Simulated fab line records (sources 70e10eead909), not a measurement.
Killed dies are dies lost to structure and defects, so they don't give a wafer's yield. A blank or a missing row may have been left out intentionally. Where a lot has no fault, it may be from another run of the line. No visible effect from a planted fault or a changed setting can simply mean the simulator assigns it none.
Chamber matching ; flow nand harc ; 4 sister chambers for NHARC_A_STAIRCASE_DESCUM_443 on rie diel-12
The step chemistry O2, time 3 s. 4 wafers are shown with their chamber, then 7 later ones without.

## WAFERS, EACH WITH ITS CHAMBER
wafer;chamber;showerhead plenum p Torr (Torr)
L082.5;1;1.86
L083.2;2;2.04
L091.1;0;1.85
L091.3;3;2.00

## WAFERS WITH NO CHAMBER GIVEN
wafer;showerhead plenum p Torr (Torr)
L091.4;2.03
L090.1;2.03
L090.2;1.85
L090.6;1.85
L095.1;1.85
L095.2;2.03
L095.4;2.00

## CHAMBER TAKEN BY EACH
wafer;from the rows above;in truth
L091.4;2;2
L090.1;2;2
L090.2;can't be placed: 0 or 1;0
L090.6;can't be placed: 0 or 1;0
L095.1;can't be placed: 0 or 1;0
L095.2;2;2
L095.4;3;3
Placed correctly: 4 of 7. Can't be placed from these rows: 3 (the true chamber is among the candidates in 3). 0 placed wrongly.
How it was worked out, from the rows above alone: a wafer's distance from a chamber is the root of the sum, over the readings, of the square of ((its reading less the chamber's mean) divided by the reading's scatter). The wafer belongs to the nearest chamber; if the next one is less than 2 further off, it can't be placed. For every chamber, the mean is computed from those of its wafers that are shown. The scatter: with one shown wafer a chamber, the root of the mean of the squares of how far each hidden wafer lies from its nearest shown one.
